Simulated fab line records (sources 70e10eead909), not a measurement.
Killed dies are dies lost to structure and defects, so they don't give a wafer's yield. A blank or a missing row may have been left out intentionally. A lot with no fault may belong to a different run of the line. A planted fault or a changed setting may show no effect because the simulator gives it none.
Struck lot and sound lot, side by side	flow nand-harc	15 steps out of a route of 1159
Sound: these wafers, L385.2, L385.5, L385.6. The struck wafers were L378.1, L378.3, L378.4. The cause comes at the end.
Each step with rows lists, per side, the tool, then ch with its chambers, then its first start. Under that, the readings that differ: sound wafers	struck wafers	difference of the means	sigmas: that difference in standard deviations of wafers without a fault.
alike: words and numbers the same on both sides, and readings whose means are apart by under 2 such deviations; not compared: readings that were withheld, readings missing a value for some wafer, numbers with overlapping values and no deviation given by the record, and bounds like >300 which may hide the same value.
A row with sigmas, a row that says differs or no value, or rows on one side alone: a step with any of these is where the two part. When numbers do not overlap yet have no deviation, they are printed without sigmas and do not part them. Lack of a reading on every wafer of one side parts them only where that side has two or more wafers.

NHARC_A_CHANNEL_FILL_D1_ALD_02: deposits SiO2, target thk 6 nm, pulse time 10 s, ald cycles 60.
  sound on ald-hk-01 ch 0,1,2, day 13 03:11; struck on ald-hk-04 ch 0,2,3, day 12 09:49
  alike: heater-power-w, precursor-pulse-height-rel
  not compared: since-wet-clean-h
then, 1 step without rows for these wafers: NHARC_A_CHANNEL_FILL_D1_ALD_03 (deposits SiNx, target thk 6 nm, pulse time 60 s, ald cycles 58).
NHARC_A_CHANNEL_FILL_D1_ALD_14: deposits SiO2, target thk 2.5 nm, pulse time 10 s, ald cycles 25.
  sound on ald-hk-01 ch 0,1,3, day 13 09:22; struck on ald-hk-01 ch 0,2,3, day 12 16:56
  alike: heater-power-w, precursor-pulse-height-rel
  not compared: since-wet-clean-h
then, 1 step without rows for these wafers: NHARC_A_CHANNEL_FILL_D1_ALD_15 (deposits SiNx, target thk 2 nm, pulse time 60 s, ald cycles 19).
NHARC_A_CHANNEL_FILL_D1_ALD_16: deposits SiO2, target thk 1.5 nm, pulse time 10 s, ald cycles 15.
  sound on ald-hk-02 ch 0,1,3, day 13 14:34; struck on ald-hk-04 ch 0,1,3, day 12 22:16
  alike: heater-power-w, precursor-pulse-height-rel
  not compared: since-wet-clean-h
then, 2 steps without rows for these wafers: NHARC_A_CHANNEL_FILL_D1_ANNEAL_17 (time 1800 s); NHARC_A_CHANNEL_FILL_D1_CVD_18 (deposits poly-Si, target thk 3 nm).
NHARC_A_CHANNEL_FILL_D1_ETCHBACK_19: etches the open film in HBr/Cl2, target depth 5 nm, time 1.7 s.
  sound on rie-si-06 ch 0,1,3, day 14 02:06; struck on rie-si-03 ch 0,1,3, day 13 09:59
  alike: drypump-motor-current-A, hbr-flow-sccm, he-backside-leak-sccm, oes-product-au, throttle-valve-pct
  not compared: rf-hours-counter-h
then, 1 step without rows for these wafers: NHARC_A_CHANNEL_FILL_D1_ETCHBACK_20 (etches the open film in C4F8/O2/Ar, target depth 27 nm, time 13.5 s).
NHARC_A_CHANNEL_FILL_D1_STRIP_28: strips in O2, time 20 s.
  sound on rie-diel-13 ch 1,2, day 14 02:18; struck on rie-diel-03 ch 0,1,3, day 13 10:13
  alike: drypump-motor-current-A, oes-product-au, rf-vpp-V, showerhead-plenum-p-Torr, throttle-valve-pct
  not compared: rf-hours-counter-h
then, 2 steps without rows for these wafers: NHARC_A_CHANNEL_FILL_D1_PRECLEAN_21 (cleans in dHF, time 30 s); NHARC_A_CHANNEL_FILL_D1_SRD_23.
NHARC_A_CHANNEL_FILL_D1_CVD_05: deposits poly-Si, target thk 5 nm.
  struck on lpcvd-poly-01, day 13 12:44; sound on lpcvd-poly-03 ch 0, day 14 04:40
  no value came back on the struck wafers for spike-tc-bottom-C (C), spike-tc-centre-C (C), zone-power-centre-pct (%); on the sound wafers spike-tc-bottom-C (C) reads 571.9 571.7 569.7
then, 1 step without rows for these wafers: NHARC_A_CHANNEL_FILL_D1_ANNEAL_22 (time 7200 s).
-- break in the record here, with 10 days between the starts of the struck wafers on either side (left off in module A_CHANNEL_FILL_D1, picked up again in module END, where the first step shown is number 1159 on the route) --
NHARC_END_SORT_01:
  at this point the record logs the struck wafers (prober-01 ch 0, day 23 21:34) and has no rows for the sound ones

## WHERE THEY PART
First at NHARC_A_CHANNEL_FILL_D1_CVD_05; last, within this record, at NHARC_END_SORT_01.

WHY: the cause the simulator had injected
Step skipped in full: lpcvd-poly-01, at NHARC_A_CHANNEL_FILL_D1_CVD_05, from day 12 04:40 onward. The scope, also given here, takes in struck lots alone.
